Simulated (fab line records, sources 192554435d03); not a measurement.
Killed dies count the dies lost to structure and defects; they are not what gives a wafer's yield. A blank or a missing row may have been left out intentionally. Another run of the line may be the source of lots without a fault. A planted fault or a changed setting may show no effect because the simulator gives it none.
One fault through the eyes of 2 desks :: flow n5_finfet :: what lay behind the numbers comes last; until then each desk has only its own

== FROM THE METROLOGY DESK ==
Means of the sampled wafers that have a number, per lot and without regard to the tool the lot ran on: this is what the gauges read. If a lot's mean is further than 4 standard deviations from the usual mean, the lot is out of limits and carries the mark OUT (the distance appears in the brackets).
Columns: A = cd_nm at N5_BEOL_M6_CD_MEAS_28, usual 40.03 nm
lot: L397
first seen here: day 10 08:28
A: 39.95

lot: L399
first seen here: day 10 10:56
A: 40.16

lot: L398
first seen here: day 10 14:54
A: 39.91

lot: L400
first seen here: day 10 22:10
A: 39.85

lot: L404
first seen here: day 11 17:49
A: 41.48 (+6.3) OUT

lot: L407
first seen here: day 13 00:19
A: 39.80

lot: L410
first seen here: day 13 02:04
A: 40.07

lot: L409
first seen here: day 13 05:32
A: 39.91

lot: L417
first seen here: day 14 23:28
A: 39.83
Finding of this desk: L404 out of limits; the first was L404 at day 11 17:49, on cd_nm at N5_BEOL_M6_CD_MEAS_28. L397, L399, L398, L400, L407, L410, L409, L417 stayed within limits.

== THE TOOL OWNER'S DESK: euv_scanner-01 ==
The tool's own readings at N5_BEOL_M6_EXPOSE_25 (exposes mask V5, target cd 40 nm): means of the sampled wafers that have a number, for each lot that ran on this tool. If a lot's mean is further than 4 standard deviations from the usual mean, the lot is out of limits and carries the mark OUT (the distance appears in the brackets).
Columns: A = exposure_dose_mJ_cm2 at N5_BEOL_M6_EXPOSE_25, usual 44.97
lot: L397
first seen here: day 10 08:19
A: 45.04

lot: L399
first seen here: day 10 10:49
A: 44.94

lot: L398
first seen here: day 10 14:46
A: 44.99

lot: L400
first seen here: day 10 22:02
A: 44.93

lot: L404
first seen here: day 11 17:41
A: 44.02 (-23) OUT
Finding of this desk: L404 out of limits; the first was L404 at day 11 17:41, on exposure_dose_mJ_cm2 at N5_BEOL_M6_EXPOSE_25. L397, L399, L398, L400 stayed within limits.

== ALL TOGETHER ==
On L404, at day 11 17:41, an alarm was possible from the tool owner's desk.
At day 11 17:49 the metrology desk could have sounded an alarm, on L404.
Every lot named ran N5_BEOL_M6_EXPOSE_25 on euv_scanner-01.

== WHAT THE SIMULATOR HAD PUT IN ==
Process parameter drift: euv_scanner-01, from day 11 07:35 on, at N5_BEOL_M6_EXPOSE_25. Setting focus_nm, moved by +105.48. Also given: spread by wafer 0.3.
Lots struck among those shown: L404.
Time in hours from fault onset to the first out-of-limits reading at each desk: tool owner's desk 10, metrology desk 10.
